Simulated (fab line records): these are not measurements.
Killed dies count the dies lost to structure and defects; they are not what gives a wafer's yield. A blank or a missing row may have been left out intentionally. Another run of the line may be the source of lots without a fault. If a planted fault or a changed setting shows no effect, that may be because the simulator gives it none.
Split-lot trial :: flow n5_finfet :: route with 1938 steps; 7 lots, 21 wafers read

THE SPLIT ITSELF
At N5_BEOL_M0_SAQP_COAT_105 (time 60 s, resist thk 100 nm), the setting spin_rpm was moved away from the recipe's 1500 rpm on 10 of the 21 wafers read, by -8.9% to +10.0%. This setting was run at the recipe's value on the other wafers.

SPLIT TO READING: what lies between them in the file, 1 step
- N5_BEOL_M0_SAQP_ETCH_106: etches SOC in N2/H2, stops on SiNx, target depth 150 nm

THE READING
SOC_of_BEOL_M0_SAQP_COAT_105.thk_nm (the simulator's own value, which no gauge read), in nm, at N5_BEOL_M0_SAQP_ETCH_107 (etches SiNx in CH3F/O2, target depth 30 nm). No usual value for it is given in the file. Here, 11 wafers ran the recipe; their average is 13.5 nm with a standard deviation of 1.1 nm.

wafer: L075.1
tool, chamber at the split: litho_track-04, 0
spin_rpm as run, rpm: 1638
against the recipe: +9.2%
SOC_of_BEOL_M0_SAQP_COAT_105.thk_nm, nm: 11
against lot-mates on the recipe: -3.0

wafer: L075.4
tool, chamber at the split: litho_track-04, 0
spin_rpm as run, rpm: 1500
against the recipe: recipe
SOC_of_BEOL_M0_SAQP_COAT_105.thk_nm, nm: 14
against lot-mates on the recipe: -

wafer: L075.5
tool, chamber at the split: litho_track-04, 0
spin_rpm as run, rpm: 1638
against the recipe: +9.2%
SOC_of_BEOL_M0_SAQP_COAT_105.thk_nm, nm: 8.2
against lot-mates on the recipe: -5.8

wafer: L077.2
tool, chamber at the split: litho_track-03, 0
spin_rpm as run, rpm: 1616
against the recipe: +7.7%
SOC_of_BEOL_M0_SAQP_COAT_105.thk_nm, nm: 7.4
against lot-mates on the recipe: -7.4

wafer: L077.3
tool, chamber at the split: litho_track-03, 0
spin_rpm as run, rpm: 1500
against the recipe: recipe
SOC_of_BEOL_M0_SAQP_COAT_105.thk_nm, nm: 14.8
against lot-mates on the recipe: -

wafer: L077.5
tool, chamber at the split: litho_track-03, 0
spin_rpm as run, rpm: 1616
against the recipe: +7.7%
SOC_of_BEOL_M0_SAQP_COAT_105.thk_nm, nm: 10.2
against lot-mates on the recipe: -4.6

wafer: L078.2
tool, chamber at the split: litho_track-04, 0
spin_rpm as run, rpm: 1500
against the recipe: recipe
SOC_of_BEOL_M0_SAQP_COAT_105.thk_nm, nm: 12.2
against lot-mates on the recipe: -

wafer: L078.4
tool, chamber at the split: litho_track-04, 0
spin_rpm as run, rpm: 1500
against the recipe: recipe
SOC_of_BEOL_M0_SAQP_COAT_105.thk_nm, nm: 15
against lot-mates on the recipe: -

wafer: L078.5
tool, chamber at the split: litho_track-04, 0
spin_rpm as run, rpm: 1500
against the recipe: recipe
SOC_of_BEOL_M0_SAQP_COAT_105.thk_nm, nm: 15.4
against lot-mates on the recipe: -

wafer: L083.2
tool, chamber at the split: litho_track-04, 0
spin_rpm as run, rpm: 1500
against the recipe: recipe
SOC_of_BEOL_M0_SAQP_COAT_105.thk_nm, nm: 12.8
against lot-mates on the recipe: -

wafer: L083.4
tool, chamber at the split: litho_track-04, 0
spin_rpm as run, rpm: 1367
against the recipe: -8.9%
SOC_of_BEOL_M0_SAQP_COAT_105.thk_nm, nm: 17.8
against lot-mates on the recipe: +4.6

wafer: L083.6
tool, chamber at the split: litho_track-04, 0
spin_rpm as run, rpm: 1500
against the recipe: recipe
SOC_of_BEOL_M0_SAQP_COAT_105.thk_nm, nm: 13.6
against lot-mates on the recipe: -

wafer: L088.1
tool, chamber at the split: litho_track-05, 0
spin_rpm as run, rpm: 1500
against the recipe: recipe
SOC_of_BEOL_M0_SAQP_COAT_105.thk_nm, nm: 13
against lot-mates on the recipe: -

wafer: L088.4
tool, chamber at the split: litho_track-05, 0
spin_rpm as run, rpm: 1598
against the recipe: +6.5%
SOC_of_BEOL_M0_SAQP_COAT_105.thk_nm, nm: 8.4
against lot-mates on the recipe: -4.6

wafer: L088.5
tool, chamber at the split: litho_track-05, 0
spin_rpm as run, rpm: 1598
against the recipe: +6.5%
SOC_of_BEOL_M0_SAQP_COAT_105.thk_nm, nm: 8.2
against lot-mates on the recipe: -4.8

wafer: L090.3
tool, chamber at the split: litho_track-03, 0
spin_rpm as run, rpm: 1650
against the recipe: +10.0%
SOC_of_BEOL_M0_SAQP_COAT_105.thk_nm, nm: 7.8
against lot-mates on the recipe: -5.4

wafer: L090.6
tool, chamber at the split: litho_track-03, 0
spin_rpm as run, rpm: 1650
against the recipe: +10.0%
SOC_of_BEOL_M0_SAQP_COAT_105.thk_nm, nm: 7.8
against lot-mates on the recipe: -5.4

wafer: L090.5
tool, chamber at the split: litho_track-03, 0
spin_rpm as run, rpm: 1500
against the recipe: recipe
SOC_of_BEOL_M0_SAQP_COAT_105.thk_nm, nm: 13.2
against lot-mates on the recipe: -

wafer: L092.1
tool, chamber at the split: litho_track-04, 0
spin_rpm as run, rpm: 1500
against the recipe: recipe
SOC_of_BEOL_M0_SAQP_COAT_105.thk_nm, nm: 13
against lot-mates on the recipe: -

wafer: L092.2
tool, chamber at the split: litho_track-04, 0
spin_rpm as run, rpm: 1500
against the recipe: recipe
SOC_of_BEOL_M0_SAQP_COAT_105.thk_nm, nm: 12
against lot-mates on the recipe: -

wafer: L092.5
tool, chamber at the split: litho_track-04, 0
spin_rpm as run, rpm: 1592
against the recipe: +6.1%
SOC_of_BEOL_M0_SAQP_COAT_105.thk_nm, nm: 10.6
against lot-mates on the recipe: -1.9

FIT RESULTS
A straight line over all 21 wafers: SOC_of_BEOL_M0_SAQP_COAT_105.thk_nm changes by -0.544 nm for each +1% of spin_rpm; r = -0.91; the points scatter about the line by 1.2 nm.
The same after taking each lot's own level away (the mean of its wafers on the recipe; 21 wafers): -0.564 nm for each +1%; r = -0.93; scatter 1.2 nm.
On that fit, the largest move of spin_rpm shifts the reading by 5.6 nm.
The lots' own levels span 12.50 to 14.80 nm, that is 2.1 times the standard deviation above.
The two slopes agree, so the slope changes little with the lot-to-lot level.
Check: for one of the wafers moved furthest among these (+10.0%), held out of the fit, the line's prediction against its lot-mates is -5.79 nm. Against them it came out at -5.4 nm.

THE WHOLE CHAIN: every reading that the file lists as answering this split, in the file's order
step: N5_BEOL_M0_SAQP_COAT_105
what it does: time 60 s, resist thk 100 nm
reading: SOC_of_BEOL_M0_SAQP_COAT_105.thk_nm (the simulator's own value, which no gauge read)
change (the file's fit): -0.512 nm for each +1% of the setting
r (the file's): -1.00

step: N5_BEOL_M0_SAQP_ETCH_106
what it does: etches SOC in N2/H2, stops on SiNx, target depth 150 nm
reading: SOC_of_BEOL_M0_SAQP_COAT_105.thk_nm (the simulator's own value, which no gauge read)
change (the file's fit): -0.544 nm for each +1% of the setting
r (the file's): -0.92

step: N5_BEOL_M0_SAQP_ETCH_107
what it does: etches SiNx in CH3F/O2, target depth 30 nm
reading: SOC_of_BEOL_M0_SAQP_COAT_105.thk_nm (the simulator's own value, which no gauge read)
change (the file's fit): -0.555 nm for each +1% of the setting
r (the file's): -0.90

FILE'S OWN FIT
SOC_of_BEOL_M0_SAQP_COAT_105.thk_nm changes by -0.555 nm for each +1% of spin_rpm, r = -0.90.
